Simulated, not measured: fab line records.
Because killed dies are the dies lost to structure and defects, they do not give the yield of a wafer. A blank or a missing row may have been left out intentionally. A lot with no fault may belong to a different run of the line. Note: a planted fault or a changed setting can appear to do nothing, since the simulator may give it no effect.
fab line records :: flow n5_finfet
[record]
  lots = 13
  wafers = 37
  last_day = 17
route steps=1938 shown MOL_CONTACT_COAG@547 MIM_BOT@1832 MIM_TOP@1834 PASSIVATION@1936
lots untouched by any fault: they come from a run of this same line in which no faults occurred
start_h: hours from the record's first day to the start of the lot's first wafer shown :: wait_h: how many hours have passed since the lot's step before this one :: " repeats the value in the row above :: L1.1+2: a row that stands for several wafers :: - value missing, or start not given :: * or withheld: withheld :: < > ~ a bound
route shown NAME@n: names a module that has steps shown in the file, with the first one's number in the route :: usual: mean/standard deviation of fault-free wafers :: same: alike in all rows :: chamber/n: place in a boat :: sites: per-site readings :: _std_site: how widely they spread, as a standard deviation :: _edge_site: outer sites' mean less inner sites' :: radius_mm: for every site, how far away it sits from the centre of the wafer :: mask NAME#n: copy n :: behind: the tool/chamber that last shaped the wafer :: hold: cause of the lot's hold/its duration in hours/its outcome :: device: the n, p or np transistor that did not switch :: end of line: the route-end tests of the same wafers :: step lacking rows: just its recipe :: killed: not the wafer's yield, but the dies lost to structure and defects at the first sort :: map: shows each die of a wafer: x if killed, . if not, _ if none is there
set.NAME: the run value of the setting; set.NAME@STEP: its run value at that earlier step :: model.NAME: the simulator's own value behind a step, which no gauge read
the route's steps for a sample of lots (tables are steps, rows are wafers)
services: when a tool's chamber went out of use (start_h, in hours from the record's first day, below 0 if earlier), for how many hours, and the reason
[[steps]]
[step N5_MOL_CONTACT_COAG_SPUTTER_143]
[recipe]
  material = Co
  target_thk_a = 25
  temp_c = 25
  chamber_pressure_pa = 0.2
[usual]
  throttle_valve_pct = 30.1/0.46
lot.wafer: L575.1
tool: pvd_sputter-01
chamber: -
start_h: 94.87
wait_h: 0.0
throttle_valve_pct: 29.7

lot.wafer: L575.3
tool: pvd_sputter-01
chamber: -
start_h: 94.87
wait_h: 0.0
throttle_valve_pct: 29.6

lot.wafer: L575.6
tool: pvd_sputter-01
chamber: -
start_h: 94.87
wait_h: 0.0
throttle_valve_pct: 29.7

lot.wafer: L578.3
tool: pvd_sputter-03
chamber: -
start_h: 115.57
wait_h: 0.0
throttle_valve_pct: 30.2

lot.wafer: L578.4
tool: pvd_sputter-03
chamber: -
start_h: 115.57
wait_h: 0.0
throttle_valve_pct: 30.6

lot.wafer: L578.6
tool: pvd_sputter-03
chamber: -
start_h: 115.57
wait_h: 0.0
throttle_valve_pct: 30.4

lot.wafer: L579.1
tool: pvd_sputter-02
chamber: -
start_h: 119.33
wait_h: 0.0
throttle_valve_pct: 30.5

lot.wafer: L579.3
tool: pvd_sputter-02
chamber: -
start_h: 119.33
wait_h: 0.0
throttle_valve_pct: 30.2

lot.wafer: L579.5
tool: pvd_sputter-02
chamber: -
start_h: 119.33
wait_h: 0.0
throttle_valve_pct: 29.9

lot.wafer: L581.1
tool: pvd_sputter-03
chamber: -
start_h: 128.72
wait_h: 0.0
throttle_valve_pct: 30.2

lot.wafer: L581.4
tool: pvd_sputter-03
chamber: -
start_h: 128.72
wait_h: 0.0
throttle_valve_pct: 29.7

lot.wafer: L581.6
tool: pvd_sputter-03
chamber: -
start_h: 128.72
wait_h: 0.0
throttle_valve_pct: 29.7

lot.wafer: L583.2
tool: pvd_sputter-03
chamber: -
start_h: 136.69
wait_h: 0.0
throttle_valve_pct: 29.7

lot.wafer: L583.3
tool: pvd_sputter-03
chamber: -
start_h: 136.69
wait_h: 0.0
throttle_valve_pct: 30.2

lot.wafer: L583.6
tool: pvd_sputter-03
chamber: -
start_h: 136.69
wait_h: 0.0
throttle_valve_pct: 30.1

lot.wafer: L584.1
tool: pvd_sputter-02
chamber: -
start_h: 144.81
wait_h: 0.0
throttle_valve_pct: 30.2

lot.wafer: L584.2
tool: pvd_sputter-02
chamber: -
start_h: 144.81
wait_h: 0.0
throttle_valve_pct: 30.7

lot.wafer: L584.4
tool: pvd_sputter-02
chamber: -
start_h: 144.81
wait_h: 0.0
throttle_valve_pct: 29.8

lot.wafer: L586.2
tool: pvd_sputter-01
chamber: -
start_h: 162.69
wait_h: 0.0
throttle_valve_pct: 29.8

lot.wafer: L586.3
tool: pvd_sputter-01
chamber: -
start_h: 162.69
wait_h: 0.0
throttle_valve_pct: 31.0

lot.wafer: L586.4
tool: pvd_sputter-01
chamber: -
start_h: 162.69
wait_h: 0.0
throttle_valve_pct: 29.9

lot.wafer: L589.1
tool: pvd_sputter-03
chamber: -
start_h: 176.45
wait_h: 0.0
throttle_valve_pct: 30.6

lot.wafer: L589.3
tool: pvd_sputter-03
chamber: -
start_h: 176.45
wait_h: 0.0
throttle_valve_pct: 29.9

lot.wafer: L589.4
tool: pvd_sputter-03
chamber: -
start_h: 176.45
wait_h: 0.0
throttle_valve_pct: 29.7

lot.wafer: L591.5
tool: pvd_sputter-03
chamber: -
start_h: 187.34
wait_h: 0.1
throttle_valve_pct: 30.8

lot.wafer: L593.1
tool: pvd_sputter-02
chamber: -
start_h: 203.34
wait_h: 0.0
throttle_valve_pct: 30.3

lot.wafer: L593.4
tool: pvd_sputter-02
chamber: -
start_h: 203.34
wait_h: 0.0
throttle_valve_pct: 30.7

lot.wafer: L593.6
tool: pvd_sputter-02
chamber: -
start_h: 203.34
wait_h: 0.0
throttle_valve_pct: 30.4

lot.wafer: L595.1
tool: pvd_sputter-01
chamber: -
start_h: 217.60
wait_h: 0.0
throttle_valve_pct: 30.5

lot.wafer: L595.2
tool: pvd_sputter-01
chamber: -
start_h: 217.60
wait_h: 0.0
throttle_valve_pct: 30.3

lot.wafer: L595.6
tool: pvd_sputter-01
chamber: -
start_h: 217.60
wait_h: 0.0
throttle_valve_pct: 31.0

lot.wafer: L596.1
tool: pvd_sputter-01
chamber: -
start_h: 219.93
wait_h: 0.0
throttle_valve_pct: 29.8

lot.wafer: L596.2
tool: pvd_sputter-01
chamber: -
start_h: 219.93
wait_h: 0.0
throttle_valve_pct: 29.5

lot.wafer: L596.4
tool: pvd_sputter-01
chamber: -
start_h: 219.93
wait_h: 0.0
throttle_valve_pct: 30.9

lot.wafer: L597.2
tool: pvd_sputter-01
chamber: -
start_h: 227.36
wait_h: 0.0
throttle_valve_pct: 30.8

lot.wafer: L597.4
tool: pvd_sputter-01
chamber: -
start_h: 227.36
wait_h: 0.0
throttle_valve_pct: 29.3

lot.wafer: L597.5
tool: pvd_sputter-01
chamber: -
start_h: 227.36
wait_h: 0.0
throttle_valve_pct: 30.0
[step N5_MIM_BOT_DEGAS_01]
[recipe]
  ambient = vacuum
  temp_c = 300
  time_s = 60
[usual]
  heater_power_w = 483/64
lot.wafer: L575.1
tool: pvd_sputter-01
chamber: -
start_h: 250.57
wait_h: 0.7
heater_power_w: 472

lot.wafer: L575.3
tool: pvd_sputter-01
chamber: -
start_h: 250.57
wait_h: 0.7
heater_power_w: 563

lot.wafer: L575.6
tool: pvd_sputter-01
chamber: -
start_h: 250.57
wait_h: 0.7
heater_power_w: 552

lot.wafer: L578.3
tool: pvd_sputter-02
chamber: -
start_h: 275.08
wait_h: 0.9
heater_power_w: 397

lot.wafer: L578.4
tool: pvd_sputter-02
chamber: -
start_h: 275.08
wait_h: 0.9
heater_power_w: 560

lot.wafer: L578.6
tool: pvd_sputter-02
chamber: -
start_h: 275.08
wait_h: 0.9
heater_power_w: 595

lot.wafer: L579.1
tool: pvd_sputter-02
chamber: -
start_h: 283.39
wait_h: 2.0
heater_power_w: 438

lot.wafer: L579.3
tool: pvd_sputter-02
chamber: -
start_h: 283.39
wait_h: 2.0
heater_power_w: 573

lot.wafer: L579.5
tool: pvd_sputter-02
chamber: -
start_h: 283.39
wait_h: 2.0
heater_power_w: 389

lot.wafer: L581.1
tool: pvd_sputter-02
chamber: -
start_h: 294.64
wait_h: 0.5
heater_power_w: 549

lot.wafer: L581.4
tool: pvd_sputter-02
chamber: -
start_h: 294.64
wait_h: 0.5
heater_power_w: 441

lot.wafer: L581.6
tool: pvd_sputter-02
chamber: -
start_h: 294.64
wait_h: 0.5
heater_power_w: 558

lot.wafer: L583.2
tool: pvd_sputter-03
chamber: -
start_h: 311.69
wait_h: 3.4
heater_power_w: 472

lot.wafer: L583.3
tool: pvd_sputter-03
chamber: -
start_h: 311.69
wait_h: 3.4
heater_power_w: 412

lot.wafer: L583.6
tool: pvd_sputter-03
chamber: -
start_h: 311.69
wait_h: 3.4
heater_power_w: 470

lot.wafer: L584.1
tool: pvd_sputter-02
chamber: -
start_h: 319.50
wait_h: 0.0
heater_power_w: 538

lot.wafer: L584.2
tool: pvd_sputter-02
chamber: -
start_h: 319.50
wait_h: 0.0
heater_power_w: 387

lot.wafer: L584.4
tool: pvd_sputter-02
chamber: -
start_h: 319.50
wait_h: 0.0
heater_power_w: 598

lot.wafer: L586.2
tool: pvd_sputter-02
chamber: -
start_h: 325.31
wait_h: 2.0
heater_power_w: 555

lot.wafer: L586.3
tool: pvd_sputter-02
chamber: -
start_h: 325.31
wait_h: 2.0
heater_power_w: 429

lot.wafer: L586.4
tool: pvd_sputter-02
chamber: -
start_h: 325.31
wait_h: 2.0
heater_power_w: 572

lot.wafer: L589.1
tool: pvd_sputter-03
chamber: -
start_h: 345.97
wait_h: 0.8
heater_power_w: 463

lot.wafer: L589.3
tool: pvd_sputter-03
chamber: -
start_h: 345.97
wait_h: 0.8
heater_power_w: 415

lot.wafer: L589.4
tool: pvd_sputter-03
chamber: -
start_h: 345.97
wait_h: 0.8
heater_power_w: 416

lot.wafer: L593.1
tool: pvd_sputter-02
chamber: -
start_h: 354.83
wait_h: 0.8
heater_power_w: 589

lot.wafer: L593.4
tool: pvd_sputter-02
chamber: -
start_h: 354.83
wait_h: 0.8
heater_power_w: 554

lot.wafer: L593.6
tool: pvd_sputter-02
chamber: -
start_h: 354.83
wait_h: 0.8
heater_power_w: 392

lot.wafer: L591.5
tool: pvd_sputter-01
chamber: -
start_h: 362.79
wait_h: 0.7
heater_power_w: 524

lot.wafer: L595.1
tool: pvd_sputter-03
chamber: -
start_h: 384.91
wait_h: 0.1
heater_power_w: 415

lot.wafer: L595.2
tool: pvd_sputter-03
chamber: -
start_h: 384.91
wait_h: 0.1
heater_power_w: 412

lot.wafer: L595.6
tool: pvd_sputter-03
chamber: -
start_h: 384.91
wait_h: 0.1
heater_power_w: 466

lot.wafer: L597.2
tool: pvd_sputter-01
chamber: -
start_h: 390.65
wait_h: 1.8
heater_power_w: 424

lot.wafer: L597.4
tool: pvd_sputter-01
chamber: -
start_h: 390.65
wait_h: 1.8
heater_power_w: 527

lot.wafer: L597.5
tool: pvd_sputter-01
chamber: -
start_h: 390.65
wait_h: 1.8
heater_power_w: 480

lot.wafer: L596.1
tool: pvd_sputter-02
chamber: -
start_h: 391.42
wait_h: 0.7
heater_power_w: 387

lot.wafer: L596.2
tool: pvd_sputter-02
chamber: -
start_h: 391.42
wait_h: 0.7
heater_power_w: 548

lot.wafer: L596.4
tool: pvd_sputter-02
chamber: -
start_h: 391.42
wait_h: 0.7
heater_power_w: 429
[step N5_MIM_TOP_ALD_00]
[recipe]
  material = Al2O3
  target_thk_a = *
  temp_c = withheld
  ald_precursor_family = TMA
  ald_co_reactant = O3
  pulse_time_s = withheld
  purge_time_s = 3
  co_reactant_purge_time_s = withheld
  co_reactant_pulse_time_s = 3
  ald_cycles = withheld
[usual]
  precursor_pulse_height_rel = 0.999/0.019
lot.wafer: L575.1
tool: ald_hk-03
chamber: 1
start_h: 250.71
wait_h: 0.1
precursor_pulse_height_rel: 1.002

lot.wafer: L575.3
tool: ald_hk-03
chamber: 2
start_h: 250.71
wait_h: 0.1
precursor_pulse_height_rel: 0.999

lot.wafer: L575.6
tool: ald_hk-03
chamber: 2
start_h: 250.71
wait_h: 0.1
precursor_pulse_height_rel: 1.014

lot.wafer: L578.3
tool: ald_hk-01
chamber: 1
start_h: 275.22
wait_h: 0.1
precursor_pulse_height_rel: 0.989

lot.wafer: L578.4
tool: ald_hk-01
chamber: 2
start_h: 275.22
wait_h: 0.1
precursor_pulse_height_rel: 0.990

lot.wafer: L578.6
tool: ald_hk-01
chamber: 3
start_h: 275.22
wait_h: 0.1
precursor_pulse_height_rel: 1.001

lot.wafer: L579.1
tool: ald_hk-03
chamber: 1
start_h: 283.53
wait_h: 0.1
precursor_pulse_height_rel: 0.963

lot.wafer: L579.3
tool: ald_hk-03
chamber: 3
start_h: 283.53
wait_h: 0.1
precursor_pulse_height_rel: 1.004

lot.wafer: L579.5
tool: ald_hk-03
chamber: 3
start_h: 283.53
wait_h: 0.1
precursor_pulse_height_rel: 0.974

lot.wafer: L581.1
tool: ald_hk-03
chamber: 3
start_h: 294.78
wait_h: 0.1
precursor_pulse_height_rel: 1.036

lot.wafer: L581.4
tool: ald_hk-03
chamber: 0
start_h: 294.78
wait_h: 0.1
precursor_pulse_height_rel: 1.005

lot.wafer: L581.6
tool: ald_hk-03
chamber: 3
start_h: 294.78
wait_h: 0.1
precursor_pulse_height_rel: 0.981

lot.wafer: L583.2
tool: ald_hk-01
chamber: 3
start_h: 311.83
wait_h: 0.1
precursor_pulse_height_rel: 0.988

lot.wafer: L583.3
tool: ald_hk-01
chamber: 2
start_h: 311.83
wait_h: 0.1
precursor_pulse_height_rel: 1.023

lot.wafer: L583.6
tool: ald_hk-01
chamber: 3
start_h: 311.83
wait_h: 0.1
precursor_pulse_height_rel: 0.993

lot.wafer: L584.1
tool: ald_hk-03
chamber: 3
start_h: 319.64
wait_h: 0.1
precursor_pulse_height_rel: 1.028

lot.wafer: L584.2
tool: ald_hk-03
chamber: 2
start_h: 319.64
wait_h: 0.1
precursor_pulse_height_rel: 1.032

lot.wafer: L584.4
tool: ald_hk-03
chamber: 0
start_h: 319.64
wait_h: 0.1
precursor_pulse_height_rel: 1.000

lot.wafer: L586.2
tool: ald_hk-03
chamber: 3
start_h: 325.45
wait_h: 0.1
precursor_pulse_height_rel: 0.985

lot.wafer: L586.3
tool: ald_hk-03
chamber: 1
start_h: 325.45
wait_h: 0.1
precursor_pulse_height_rel: 1.001

lot.wafer: L586.4
tool: ald_hk-03
chamber: 0
start_h: 325.45
wait_h: 0.1
precursor_pulse_height_rel: 1.006

lot.wafer: L589.1
tool: ald_hk-01
chamber: 3
start_h: 346.11
wait_h: 0.1
precursor_pulse_height_rel: 1.006

lot.wafer: L589.3
tool: ald_hk-01
chamber: 0
start_h: 346.11
wait_h: 0.1
precursor_pulse_height_rel: 0.984

lot.wafer: L589.4
tool: ald_hk-01
chamber: 2
start_h: 346.11
wait_h: 0.1
precursor_pulse_height_rel: 1.018

lot.wafer: L593.1
tool: ald_hk-02
chamber: 3
start_h: 354.97
wait_h: 0.1
precursor_pulse_height_rel: 0.990

lot.wafer: L593.4
tool: ald_hk-02
chamber: 1
start_h: 354.97
wait_h: 0.1
precursor_pulse_height_rel: 1.018

lot.wafer: L593.6
tool: ald_hk-02
chamber: 3
start_h: 354.97
wait_h: 0.1
precursor_pulse_height_rel: 1.005

lot.wafer: L591.5
tool: ald_hk-02
chamber: 2
start_h: 362.95
wait_h: 0.1
precursor_pulse_height_rel: 1.004

lot.wafer: L595.1
tool: ald_hk-02
chamber: 0
start_h: 385.05
wait_h: 0.1
precursor_pulse_height_rel: 0.982

lot.wafer: L595.2
tool: ald_hk-02
chamber: 3
start_h: 385.05
wait_h: 0.1
precursor_pulse_height_rel: 1.015

lot.wafer: L595.6
tool: ald_hk-02
chamber: 0
start_h: 385.05
wait_h: 0.1
precursor_pulse_height_rel: 0.973

lot.wafer: L597.2
tool: ald_hk-02
chamber: 3
start_h: 390.79
wait_h: 0.1
precursor_pulse_height_rel: 0.971

lot.wafer: L597.4
tool: ald_hk-02
chamber: 0
start_h: 390.79
wait_h: 0.1
precursor_pulse_height_rel: 0.988

lot.wafer: L597.5
tool: ald_hk-02
chamber: 3
start_h: 390.79
wait_h: 0.1
precursor_pulse_height_rel: 0.976

lot.wafer: L596.1
tool: ald_hk-02
chamber: 3
start_h: 391.57
wait_h: 0.1
precursor_pulse_height_rel: 0.966

lot.wafer: L596.2
tool: ald_hk-02
chamber: 0
start_h: 391.57
wait_h: 0.1
precursor_pulse_height_rel: 0.989

lot.wafer: L596.4
tool: ald_hk-02
chamber: 2
start_h: 391.57
wait_h: 0.1
precursor_pulse_height_rel: 1.022
[step N5_MIM_TOP_DEGAS_04]
[recipe]
  ambient = vacuum
  temp_c = 300
  time_s = 60
[usual]
  heater_power_w = 481/60
lot.wafer: L575.1
tool: pvd_sputter-01
chamber: -
start_h: 253.46
wait_h: -
heater_power_w: 545

lot.wafer: L575.3
tool: pvd_sputter-01
chamber: -
start_h: 253.46
wait_h: -
heater_power_w: 487

lot.wafer: L575.6
tool: pvd_sputter-01
chamber: -
start_h: 253.46
wait_h: -
heater_power_w: 536

lot.wafer: L578.3
tool: pvd_sputter-02
chamber: -
start_h: 276.10
wait_h: -
heater_power_w: 546

lot.wafer: L578.4
tool: pvd_sputter-02
chamber: -
start_h: 276.10
wait_h: -
heater_power_w: 430

lot.wafer: L578.6
tool: pvd_sputter-02
chamber: -
start_h: 276.10
wait_h: -
heater_power_w: 382

lot.wafer: L579.1
tool: pvd_sputter-01
chamber: -
start_h: 284.02
wait_h: -
heater_power_w: 429

lot.wafer: L579.3
tool: pvd_sputter-01
chamber: -
start_h: 284.02
wait_h: -
heater_power_w: 522

lot.wafer: L579.5
tool: pvd_sputter-01
chamber: -
start_h: 284.02
wait_h: -
heater_power_w: 488

lot.wafer: L581.1
tool: pvd_sputter-03
chamber: -
start_h: 295.68
wait_h: -
heater_power_w: 483

lot.wafer: L581.4
tool: pvd_sputter-03
chamber: -
start_h: 295.68
wait_h: -
heater_power_w: 413

lot.wafer: L581.6
tool: pvd_sputter-03
chamber: -
start_h: 295.68
wait_h: -
heater_power_w: 415

lot.wafer: L583.2
tool: pvd_sputter-01
chamber: -
start_h: 314.86
wait_h: -
heater_power_w: 471

lot.wafer: L583.3
tool: pvd_sputter-01
chamber: -
start_h: 314.86
wait_h: -
heater_power_w: 515

lot.wafer: L583.6
tool: pvd_sputter-01
chamber: -
start_h: 314.86
wait_h: -
heater_power_w: 444

lot.wafer: L584.1
tool: pvd_sputter-02
chamber: -
start_h: 321.54
wait_h: -
heater_power_w: 555

lot.wafer: L584.2
tool: pvd_sputter-02
chamber: -
start_h: 321.54
wait_h: -
heater_power_w: 389

lot.wafer: L584.4
tool: pvd_sputter-02
chamber: -
start_h: 321.54
wait_h: -
heater_power_w: 581

lot.wafer: L586.2
tool: pvd_sputter-02
chamber: -
start_h: 326.17
wait_h: -
heater_power_w: 562

lot.wafer: L586.3
tool: pvd_sputter-02
chamber: -
start_h: 326.17
wait_h: -
heater_power_w: 594

lot.wafer: L586.4
tool: pvd_sputter-02
chamber: -
start_h: 326.17
wait_h: -
heater_power_w: 441

lot.wafer: L589.1
tool: pvd_sputter-01
chamber: -
start_h: 346.56
wait_h: -
heater_power_w: 505

lot.wafer: L589.3
tool: pvd_sputter-01
chamber: -
start_h: 346.56
wait_h: -
heater_power_w: 469

lot.wafer: L589.4
tool: pvd_sputter-01
chamber: -
start_h: 346.56
wait_h: -
heater_power_w: 441

lot.wafer: L593.1
tool: pvd_sputter-01
chamber: -
start_h: 356.95
wait_h: -
heater_power_w: 552

lot.wafer: L593.4
tool: pvd_sputter-01
chamber: -
start_h: 356.95
wait_h: -
heater_power_w: 438

lot.wafer: L593.6
tool: pvd_sputter-01
chamber: -
start_h: 356.95
wait_h: -
heater_power_w: 510

lot.wafer: L591.5
tool: pvd_sputter-01
chamber: -
start_h: 363.39
wait_h: -
heater_power_w: 509

lot.wafer: L595.1
tool: pvd_sputter-03
chamber: -
start_h: 385.50
wait_h: -
heater_power_w: 457

lot.wafer: L595.2
tool: pvd_sputter-03
chamber: -
start_h: 385.50
wait_h: -
heater_power_w: 405

lot.wafer: L595.6
tool: pvd_sputter-03
chamber: -
start_h: 385.50
wait_h: -
heater_power_w: 465

lot.wafer: L597.2
tool: pvd_sputter-01
chamber: -
start_h: 391.65
wait_h: -
heater_power_w: 541

lot.wafer: L597.4
tool: pvd_sputter-01
chamber: -
start_h: 391.65
wait_h: -
heater_power_w: 438

lot.wafer: L597.5
tool: pvd_sputter-01
chamber: -
start_h: 391.65
wait_h: -
heater_power_w: 504

lot.wafer: L596.1
tool: pvd_sputter-03
chamber: -
start_h: 395.02
wait_h: -
heater_power_w: 508

lot.wafer: L596.2
tool: pvd_sputter-03
chamber: -
start_h: 395.02
wait_h: -
heater_power_w: 412

lot.wafer: L596.4
tool: pvd_sputter-03
chamber: -
start_h: 395.02
wait_h: -
heater_power_w: 478
[step N5_PASSIVATION_PROBE_49]
[usual]
  killed_at_M0_to_M3 = 33/8.9
  killed_at_M4_up = 15/5.4
  killed_at_contacts = 13/5.8
  killed_at_front_end = 39/9.9
  killed_at_other = 3.2/2.9
  killed_dies = 102/15
  killed_open = 68/12
  killed_short = 34/7.6
[same]
  gross_dies = 1180
  killed_at_back_side = 0
lot.wafer: L586.4
tool: prober-01
chamber: -
start_h: 336.80
wait_h: 0.2
killed_at_M0_to_M3: 27
killed_at_M4_up: 28
killed_at_contacts: 8
killed_at_front_end: 55
killed_at_other: 6
killed_dies: 124
killed_open: 85
killed_short: 36

lot.wafer: L589.3
tool: prober-02
chamber: -
start_h: 357.30
wait_h: 0.1
killed_at_M0_to_M3: 26
killed_at_M4_up: 28
killed_at_contacts: 7
killed_at_front_end: 32
killed_at_other: 6
killed_dies: 99
killed_open: 61
killed_short: 38

lot.wafer: L591.5
tool: prober-02
chamber: -
start_h: 374.27
wait_h: 0.2
killed_at_M0_to_M3: 18
killed_at_M4_up: 12
killed_at_contacts: 113
killed_at_front_end: 41
killed_at_other: 5
killed_dies: 189
killed_open: 63
killed_short: 27
// killed by level:class
L586.4 BEOL_M4:geometric_particle:open=19 FIN_SAQP:geometric_particle:open=17 FIN_SAQP:geometric_particle:short=14 BEOL_M3:geometric_particle:open=13 STI_FIN_REVEAL:geometric_particle:open=10 MOL_CONTACT_COAG:geometric_particle:open=5 BEOL_M3:geometric_particle:short=5 BEOL_M5:geometric_particle:open=4
L589.3 BEOL_M4:geometric_particle:open=14 FIN_SAQP:geometric_particle:short=8 MOL_CONTACT_COAG:geometric_particle:open=7 BEOL_M0_SAQP:geometric_particle:open=6 FIN_SAQP:geometric_particle:open=5 DUMMY_GATE:geometric_particle:short=5 BEOL_M7:geometric_particle:open=5 STARTING-WAFER:geometric_particle:short=5
L591.5 MOL_CONTACT_COAG:unspecified=98 STI_FIN_REVEAL:geometric_particle:open=13 MOL_CONTACT_COAG:geometric_particle:open=12 FIN_SAQP:geometric_particle:open=8 BEOL_M4:geometric_particle:open=8 STI_FIN_REVEAL:geometric_particle:short=6 BEOL_M3:geometric_particle:open=5 FIN_SAQP:geometric_particle:short=4
[[services]]
tool: ald_hk-03
chamber: -
start_h: 79.78
hours: 2.8
kind: pm

tool: pvd_sputter-03
chamber: -
start_h: 80.42
hours: 8.4
kind: repair

tool: ald_hk-02
chamber: -
start_h: 90.93
hours: 2.8
kind: pm

tool: pvd_sputter-03
chamber: -
start_h: 118.23
hours: 5.8
kind: repair

tool: pvd_sputter-01
chamber: -
start_h: 164.86
hours: 1.5
kind: repair

tool: ald_hk-01
chamber: -
start_h: 181.53
hours: 1.6
kind: repair

tool: pvd_sputter-02
chamber: -
start_h: 187.05
hours: 3.7
kind: repair

tool: ald_hk-03
chamber: -
start_h: 235.94
hours: 8.7
kind: pm

tool: ald_hk-01
chamber: -
start_h: 280.37
hours: 14.6
kind: pm

tool: ald_hk-01
chamber: -
start_h: 296.56
hours: 1.8
kind: repair

tool: ald_hk-01
chamber: -
start_h: 301.82
hours: 8.7
kind: pm

tool: pvd_sputter-03
chamber: -
start_h: 338.38
hours: 2.8
kind: repair

tool: ald_hk-03
chamber: -
start_h: 383.64
hours: 0.4
kind: repair
[[key]]
[first_sign]
  step = N5_PASSIVATION_PROBE_49
  reading = killed_at_contacts
  direction = up
  sigmas = 17
  usual = 13
  struck = 113
[effect]
  step = N5_PASSIVATION_PROBE_49
  reading = killed_dies
  direction = up
  sigmas = 5.7
  usual = 102
  struck = 189
[more_kills_born_at]
  N5_MOL_CONTACT_COAG_SPUTTER_143@pvd_sputter-03 = 98
met_at N5_MOL_CONTACT_COAG_SPUTTER_143
struck_lots L591
struck_wafers L591.5
tester_left_out L591
not_acting_at N5_MIM_BOT_DEGAS_01,N5_MIM_TOP_ALD_00,N5_MIM_TOP_DEGAS_04
onset_between 176.45 187.34
[earlier_fault]
  kind = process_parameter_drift
  tool = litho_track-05
  chamber = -
  onset_h = 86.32
  steps = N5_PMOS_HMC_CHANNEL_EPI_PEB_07
  channel = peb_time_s
  offset = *
  shape = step
  acts_in = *
  stated = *
[fault]
  kind = chamber_particle_source
  tool = pvd_sputter-03
  chamber = -
  onset_h = 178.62
  steps = N5_MOL_CONTACT_COAG_SPUTTER_143
  rate_per_visit_cm2 = 0.4947
  scope = struck_wafers_only
// tester_left_out: of these lots the tester's yield and bins aren't shown, on N5 and GAA mostly nor the transistor test; their killed dies are dies lost to structure and defects alone, not to doping, threshold or leakage, so they don't give the yield
